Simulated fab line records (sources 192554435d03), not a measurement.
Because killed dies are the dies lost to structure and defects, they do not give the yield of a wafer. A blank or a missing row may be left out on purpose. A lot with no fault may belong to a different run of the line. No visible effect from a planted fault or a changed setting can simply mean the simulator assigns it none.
fab line records	flow n5-finfet
record lots=10	wafers=30	last-day=16
route steps=1938 shown BEOL_M1@799 MIM_TOP_ETCH@1853 TV_OPEN@1887 PAD_METAL@1893 PASSIVATION@1936
lots untouched by any fault: they come from a run of this same line in which no faults occurred
start-h: the number of hours between the record's first day and the start of the first shown wafer of the lot	wait-h: hours elapsed since this lot's preceding step	" repeats the value in the row above	L1.1+2: one row covering several wafers at once	- either no value or no given start	* or withheld: withheld	< > ~ a bound
route shown NAME@n: a module of which the file shows steps, and the number in the route of the first	usual: mean/standard deviation of fault-free wafers	same: alike in all rows	chamber/n: place in a boat	sites: the reading at each site	_std_site: standard deviation of those values	_edge_site: inner sites' mean taken away from outer sites' mean	radius-mm: how far each site lies from the wafer's centre	mask NAME#n: copy n	behind: the tool/chamber that last shaped the wafer	hold: the reason the lot was held/the length of the hold in hours/how it ended	device: which transistor (n, p or np) failed to switch	end of line: tests run on the same wafers once the route is complete	a step given without rows: its recipe and nothing more	killed: dies that structure and defects cost at the first sort, which is not the same as the wafer's yield	map: per-die view of a wafer (x killed, . not killed, _ where there is no die)
set.NAME: the setting as run; set.NAME@STEP: as run at that earlier step	model.NAME: the simulator's own value behind a step, which no gauge read
a sample of lots followed through the steps of the route, with each step as a table and each wafer as a row
services: the hour from which a tool's chamber was out of use, counted from the record's first day as start-h (under 0 if before that day), plus the number of hours and why
## steps
# step N5_BEOL_M1_STRIP_36
# recipe chemistry=N2/H2	power-w=450	temp-c=40	pressure-mtorr=20	rf-frequency-hz=6e+07	overash-fraction=0.3	bias-power-w=7	h2-frac=0.5	n2-flow-sccm=200	h2-flow-sccm=200
# usual drypump-motor-current-A=5.7/0.43	oes-product-au=0.77/0.083	rf-vpp-V=59.2/1.5	showerhead-plenum-p-Torr=2.54/0.077	throttle-valve-pct=23.64/0.27
lot.wafer	tool	chamber	start-h	wait-h	drypump-motor-current-A	oes-product-au	rf-hours-counter-h	rf-vpp-V	showerhead-plenum-p-Torr	throttle-valve-pct
L859.2	rie-diel-06	0	129.10	0.0	5.8	0.71	226	56.4	2.62	23.52
L859.3	"	2	"	"	6.0	0.74	184	59.9	2.63	23.52
L859.6	"	1	"	"	5.8	0.75	-	57.7	2.44	23.54
L860.1	rie-diel-04	2	132.12	0.0	6.5	0.64	291	59.7	2.48	24.05
L860.2	"	0	"	"	5.6	0.85	45	58.8	2.48	23.68
L860.3	"	1	"	"	5.9	0.70	217	61.8	2.62	23.53
L865.1	rie-diel-04	2	154.10	0.0	6.5	0.65	299	59.2	2.48	24.04
L865.3	"	1	"	"	5.9	0.69	226	58.6	2.62	23.51
L865.5	"	1	"	"	5.9	0.69	-	59.4	2.62	23.51
L866.2	rie-diel-04	0	163.29	0.0	5.6	0.84	54	59.0	2.48	23.68
L866.3	"	1	"	"	5.9	0.67	229	58.4	2.62	23.53
L866.6	"	3	"	"	5.1	0.79	-	60.8	2.55	24.00
L868.3	rie-diel-04	2	177.51	0.0	6.5	0.98	1	60.8	2.48	23.71
L868.5	"	2	"	"	6.5	0.98	-	58.0	2.48	23.71
L868.6	"	0	"	"	5.6	0.83	-	57.8	2.48	23.67
L871.1	rie-diel-06	2	194.13	0.0	5.9	0.72	206	61.1	2.62	23.56
L871.3	"	1	"	"	5.8	0.74	152	62.9	2.43	23.60
L871.5	"	0	"	"	5.7	0.70	-	59.2	2.62	23.56
L869.2	rie-diel-04	2	194.22	0.0	6.5	0.98	6	58.4	2.48	23.70
L869.5	"	3	"	"	5.1	0.76	-	59.6	2.55	24.03
L869.6	"	0	"	"	5.6	0.82	-	58.4	2.48	23.66
L872.2	rie-diel-05	0	207.07	0.0	6.0	0.72	201	59.9	2.62	24.02
L872.4	"	3	"	"	5.7	0.82	94	59.3	2.46	23.28
L872.5	"	3	"	"	5.6	0.83	-	59.3	2.46	23.29
L878.2	rie-diel-04	2	237.90	0.0	6.5	0.93	19	59.6	2.47	23.70
L878.3	"	0	"	"	5.6	0.82	77	60.5	2.47	23.68
L878.4	"	1	"	"	5.9	0.67	249	59.3	2.61	23.57
L879.1	rie-diel-04	2	247.14	0.0	6.5	0.93	21	58.6	2.47	23.68
L879.4	"	2	"	"	6.5	0.94	-	61.0	2.47	23.71
L879.5	"	3	"	"	5.1	0.77	-	62.1	2.54	24.06
# step N5_MIM_TOP_ETCH_PECVD_03
# recipe material=SiNx	target-thk-a=200	temp-c=400	precursor=SiH4/NH3/N2	pressure-torr=1.5	rf-w=300	time-s=17.6
# usual chamber-pressure-Torr=1.500/0.0036	heater-power-w=774/97	rf-fwd-power-W=297.3/0.97	showerhead-plenum-p-Torr=5.18/0.047	throttle-valve-pct=40.3/1.6
lot.wafer	tool	chamber	start-h	wait-h	chamber-pressure-Torr	heater-power-w	rf-fwd-power-W	showerhead-plenum-p-Torr	throttle-valve-pct
L859.2	pecvd-02	0	255.56	-	1.501	888	297.5	5.23	41.2
L859.3	"	0	"	"	1.501	860	298.3	5.22	41.0
L859.6	"	2	"	"	1.497	800	297.5	5.13	39.4
L860.1	pecvd-03	1	259.10	-	1.499	842	296.9	5.20	39.9
L860.2	"	0	"	"	1.504	726	295.3	5.19	44.4
L860.3	"	2	"	"	1.500	685	297.3	5.21	39.9
L865.1	pecvd-02	1	279.99	-	1.503	681	297.3	5.23	38.2
L865.3	"	2	"	"	1.500	832	295.6	5.13	39.6
L865.5	"	2	"	"	1.496	833	296.5	5.13	39.4
L866.2	pecvd-03	1	288.64	-	1.498	781	297.9	5.22	39.5
L866.3	"	2	"	"	1.503	680	298.2	5.22	40.3
L866.6	"	0	"	"	1.501	698	298.4	5.17	44.5
L868.3	pecvd-02	1	314.39	-	1.496	750	298.4	5.23	38.4
L868.5	"	0	"	"	1.492	873	296.9	5.22	41.0
L868.6	"	2	"	"	1.499	761	297.0	5.14	39.9
L871.1	pecvd-02	2	320.61	-	1.505	730	298.1	5.14	40.0
L871.3	"	1	"	"	1.499	756	297.8	5.22	38.2
L871.5	"	2	"	"	1.505	702	298.2	5.14	39.8
L869.2	pecvd-03	2	322.62	-	1.504	657	297.7	5.21	40.3
L869.5	"	1	"	"	1.494	755	296.8	5.21	39.7
L869.6	"	0	"	"	1.502	739	296.4	5.18	44.3
L872.2	pecvd-03	2	328.96	-	1.502	652	297.6	5.21	40.5
L872.4	"	1	"	"	1.494	869	297.1	5.21	39.7
L872.5	"	2	"	"	1.495	658	297.8	5.23	40.1
L878.2	pecvd-02	1	361.74	-	1.493	760	297.3	5.23	38.4
L878.3	"	0	"	"	1.499	837	297.8	5.23	41.2
L878.4	"	1	"	"	1.501	757	299.8	5.22	38.3
L879.1	pecvd-02	1	378.97	-	1.497	733	298.0	5.22	38.3
L879.4	"	1	"	"	1.501	716	296.5	5.20	38.3
L879.5	"	2	"	"	1.503	761	297.2	5.14	40.5
# step N5_PASSIVATION_PASS_ETCH_74
# recipe chemistry=CF4/O2	target=SiNx	target-depth-a=2200	time-s=110	ion-energy-ev=100	pressure-mtorr=40	source-w=535	bias-w=49	Ar_flow_sccm=100	cf4-flow-sccm=100	O2_flow_sccm=10
# usual drypump-motor-current-A=5.6/0.44	oes-product-au=0.78/0.082	rf-fwd-power-W=532.4/1.8	rf-vpp-V=240.2/2.7	showerhead-plenum-p-Torr=2.18/0.061	throttle-valve-pct=16.08/0.23
lot.wafer	tool	chamber	start-h	wait-h	drypump-motor-current-A	oes-product-au	rf-fwd-power-W	rf-hours-counter-h	rf-vpp-V	showerhead-plenum-p-Torr	throttle-valve-pct
L859.2	rie-diel-05	3	258.01	0.0	5.6	0.81	535.9	111	239.3	2.13	15.78
L859.3	"	1	"	"	5.5	0.70	532.6	210	242.6	2.10	16.17
L859.6	"	2	"	"	5.1	0.84	530.9	-	238.6	2.23	15.93
L860.1	rie-diel-04	3	261.79	0.0	5.1	0.75	531.2	170	236.9	2.20	16.30
L860.2	"	0	"	"	5.6	0.81	534.5	86	241.8	2.14	16.05
L860.3	"	2	"	"	6.5	0.90	534.3	28	237.6	2.15	16.05
L865.1	rie-diel-04	3	282.36	0.0	5.1	0.73	530.8	177	236.6	2.20	16.33
L865.3	"	2	"	"	6.5	0.89	535.4	36	238.9	2.14	16.08
L865.5	"	3	"	"	5.1	0.74	529.8	-	237.3	2.20	16.33
L866.2	rie-diel-06	0	291.46	0.0	5.7	0.92	531.1	19	243.4	2.25	15.52
L866.3	"	1	"	"	5.8	0.70	532.4	183	238.4	2.11	16.22
L866.6	"	1	"	"	5.8	0.70	531.6	-	237.5	2.11	16.24
L868.3	rie-diel-05	1	317.20	0.0	5.5	0.68	531.1	229	242.2	2.09	16.20
L868.5	"	3	"	"	5.7	0.79	533.7	-	238.7	2.13	15.83
L868.6	"	0	"	"	5.9	0.68	533.5	-	241.5	2.26	16.50
L871.1	rie-diel-05	2	326.54	0.0	5.1	0.82	529.1	91	240.3	2.22	15.96
L871.3	"	3	"	"	5.7	0.79	531.5	134	238.1	2.12	15.84
L871.5	"	1	"	"	5.6	0.68	531.4	-	240.3	2.09	16.23
L869.2	rie-diel-05	0	327.03	0.0	6.0	0.68	532.8	241	242.0	2.26	16.49
L869.5	"	3	"	"	5.6	0.79	529.8	-	239.8	2.13	15.84
L869.6	"	2	"	"	5.1	0.81	531.8	-	239.3	2.22	15.96
L872.2	rie-diel-06	0	331.25	0.0	5.8	0.90	531.5	31	243.8	2.24	15.54
L872.4	"	0	"	"	5.7	0.91	535.6	-	242.6	2.24	15.56
L872.5	"	3	"	"	5.2	0.72	533.7	-	242.9	2.27	15.97
L878.2	rie-diel-04	3	363.75	0.0	5.1	0.72	530.7	199	236.2	2.19	16.38
L878.3	"	2	"	"	6.6	0.86	531.8	58	236.2	2.14	16.13
L878.4	"	3	"	"	5.1	0.72	529.7	-	236.8	2.19	16.39
L879.1	rie-diel-04	3	380.85	0.0	5.1	0.71	531.7	206	238.0	2.19	16.39
L879.4	"	2	"	"	6.5	0.84	532.7	64	237.5	2.13	16.13
L879.5	"	3	"	"	5.1	0.71	528.0	-	238.1	2.19	16.37
# step N5_PASSIVATION_DEGAS_18
# recipe ambient=vacuum	temp-c=300	time-s=60
# usual heater-power-w=461/45
lot.wafer	tool	chamber	start-h	wait-h	heater-power-w
L859.2	pvd-sputter-03	-	258.68	0.2	381
L859.3	"	-	"	"	418
L859.6	"	-	"	"	509
L860.1	pvd-sputter-01	-	262.31	0.0	473
L860.2	"	-	"	"	459
L860.3	"	-	"	"	468
L865.1	pvd-sputter-01	-	283.29	0.5	392
L865.3	"	-	"	"	484
L865.5	"	-	"	"	484
L866.2	pvd-sputter-03	-	292.86	0.9	372
L866.3	"	-	"	"	422
L866.6	"	-	"	"	493
L868.3	pvd-sputter-03	-	317.87	0.2	421
L868.5	"	-	"	"	381
L868.6	"	-	"	"	564
L871.1	pvd-sputter-02	-	327.47	0.4	462
L871.3	"	-	"	"	487
L871.5	"	-	"	"	501
L869.2	pvd-sputter-02	-	327.81	0.3	462
L869.5	"	-	"	"	456
L869.6	"	-	"	"	481
L872.2	pvd-sputter-02	-	331.89	0.2	480
L872.4	"	-	"	"	471
L872.5	"	-	"	"	465
L878.2	pvd-sputter-02	-	364.26	0.0	462
L878.3	"	-	"	"	473
L878.4	"	-	"	"	507
L879.1	pvd-sputter-01	-	382.21	0.9	442
L879.4	"	-	"	"	473
L879.5	"	-	"	"	455
# step N5_PASSIVATION_PROBE_49
# usual defect-limited-yield=91.4/1.5	killed_at_M0_to_M3=31/11	killed_at_M4_up=13/5.5	killed-at-contacts=13/6.3	killed-at-front-end=40/13	killed-at-other=3.3/2.6	killed-dies=101/18	killed-on-rim=13/4	killed-open=67/13	killed-short=33/7.9	sort_bin_5_function=5.1/1	sort_bin_6_memory=3.2/0.68	sort-n-pass=1079/18	sort-yield-pct=91.4/1.5
# same gross-dies=1180	killed-at-back-side=0	sort_bin_4_leakage[%]=0	sort_bin_8_speed[%]=0
lot.wafer	tool	chamber	start-h	wait-h	defect-limited-yield[%]	killed_at_M0_to_M3	killed_at_M4_up	killed-at-contacts	killed-at-front-end	killed-at-other	killed-dies	killed-on-rim	killed-open	killed-short	sort_bin_5_function[%]	sort_bin_6_memory[%]	sort-n-pass	sort-yield-pct[%]
L878.2	prober-02	-	370.08	0.1	83.3	127	24	21	25	0	197	26	60	27	11.5	2.8	983	83.3
L878.3	prober-02	-	370.13	0.1	84.2	131	14	6	31	4	186	23	50	23	9.5	3.8	994	84.2
L878.4	prober-02	-	370.18	0.2	87.5	85	9	9	44	1	148	24	60	27	7.5	3.4	1032	87.5
L879.1	prober-01	-	387.87	0.0	83.6	127	11	10	44	1	193	33	42	34	10.1	3.6	987	83.6
L879.4	prober-01	-	388.02	0.2	81.8	138	8	18	45	6	215	28	68	32	11.1	4.8	965	81.8
L879.5	prober-01	-	388.07	0.2	79.7	158	14	7	55	6	240	18	75	37	12.1	5.3	940	79.7
# killed by level:class
L878.2 BEOL_M1:unspecified=109 BEOL_M4:geometric-particle:open=15 MOL_CONTACT_COAG:geometric-particle:open=11 MOL_CONTACT_COAG:geometric-particle:short=10 BEOL_M2:geometric-particle:open=9 FIN_SAQP:geometric-particle:open=6 FIN_SAQP:geometric-particle:short=4 STI_FIN_REVEAL:geometric-particle:open=3
L878.3 BEOL_M1:unspecified=113 FIN_SAQP:geometric-particle:open=10 BEOL_M0_SAQP:geometric-particle:open=7 BEOL_M4:geometric-particle:open=7 FIN_SAQP:geometric-particle:short=5 STI_FIN_REVEAL:geometric-particle:open=5 BEOL_M2:geometric-particle:open=4 BEOL_M0_SAQP:geometric-particle:short=4
L878.4 BEOL_M1:unspecified=60 FIN_SAQP:geometric-particle:open=14 STI_FIN_REVEAL:geometric-particle:open=12 MOL_CONTACT_COAG:geometric-particle:open=8 BEOL_M2:geometric-particle:open=7 BEOL_M0_SAQP:geometric-particle:short=6 FIN_SAQP:geometric-particle:short=5 GATE_CUT:geometric-particle:short=5
L879.1 BEOL_M1:unspecified=117 STI_FIN_REVEAL:geometric-particle:open=8 FIN_SAQP:geometric-particle:short=7 MOL_CONTACT_COAG:geometric-particle:open=7 ILD0:geometric-particle:short=5 BEOL_M4:geometric-particle:open=5 STARTING-WAFER:geometric-particle:short=5 FIN_SAQP:geometric-particle:open=4
L879.4 BEOL_M1:unspecified=115 MOL_CONTACT_COAG:geometric-particle:open=13 STI_FIN_REVEAL:geometric-particle:open=13 ILD0:geometric-particle:open=6 BEOL_M0_SAQP:geometric-particle:short=6 BEOL_M3:geometric-particle:open=6 GATE_CUT:geometric-particle:short=5 MOL_CONTACT_COAG:geometric-particle:short=5
L879.5 BEOL_M1:unspecified=128 STI_FIN_REVEAL:geometric-particle:open=15 BEOL_M4:geometric-particle:open=10 BEOL_M2:geometric-particle:open=7 DUMMY_GATE:geometric-particle:open=6 MOL_CONTACT_COAG:geometric-particle:open=6 STARTING-WAFER:geometric-particle:open=5 GATE_CUT:geometric-particle:short=5
## services
tool	chamber	start-h	hours	kind
rie-diel-05	0	105.22	2.4	repair
pvd-sputter-02	-	115.51	1.1	repair
rie-diel-05	0	149.24	2.4	repair
rie-diel-04	0	150.26	5.2	repair
pecvd-02	2	152.88	5.5	scheduled-down
rie-diel-04	2	155.76	-	clean
rie-diel-04	2	155.76	-	consumable-replace:esc
rie-diel-04	2	155.76	-	consumable-replace:focus-ring
rie-diel-04	2	155.76	18.5	scheduled-down
rie-diel-04	2	155.76	18.5	vent-cycle
pecvd-02	0	158.34	4.6	scheduled-down
pecvd-02	1	173.68	2.1	scheduled-down
rie-diel-06	1	175.19	8.7	repair
rie-diel-04	1	244.83	-	clean
rie-diel-04	1	244.83	-	consumable-replace:focus-ring
rie-diel-04	1	244.83	22.6	scheduled-down
rie-diel-04	1	244.83	22.6	vent-cycle
pecvd-03	-	254.41	2.8	pm
rie-diel-04	-	284.96	14.6	pm
pecvd-02	2	286.00	2.1	scheduled-down
rie-diel-04	1	335.55	41.2	repair
pvd-sputter-02	-	347.06	1.0	repair
rie-diel-05	0	361.04	-	clean
rie-diel-05	1	370.95	7.8	repair
## key
first-sign step=N5_PASSIVATION_PROBE_49	reading=killed_at_M0_to_M3	direction=up	sigmas=9	usual=31	struck=128
effect step=N5_PASSIVATION_PROBE_49	reading=defect-limited-yield	direction=down	sigmas=5.3	usual=91.4	struck=83.3
more-kills-born-at N5_BEOL_M1_STRIP_36@rie-diel-04=642
met-at N5_BEOL_M1_STRIP_36
struck-lots L878,L879
not-acting-at N5_MIM_TOP_ETCH_PECVD_03,N5_PASSIVATION_PASS_ETCH_74,N5_PASSIVATION_DEGAS_18
onset-between 194.22 237.90
also-fits time
fault kind=chamber-particle-source	tool=rie-diel-04	chamber=-	onset-h=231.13	steps=N5_BEOL_M1_STRIP_36	rate-per-visit-cm2=1.095	end-h=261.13
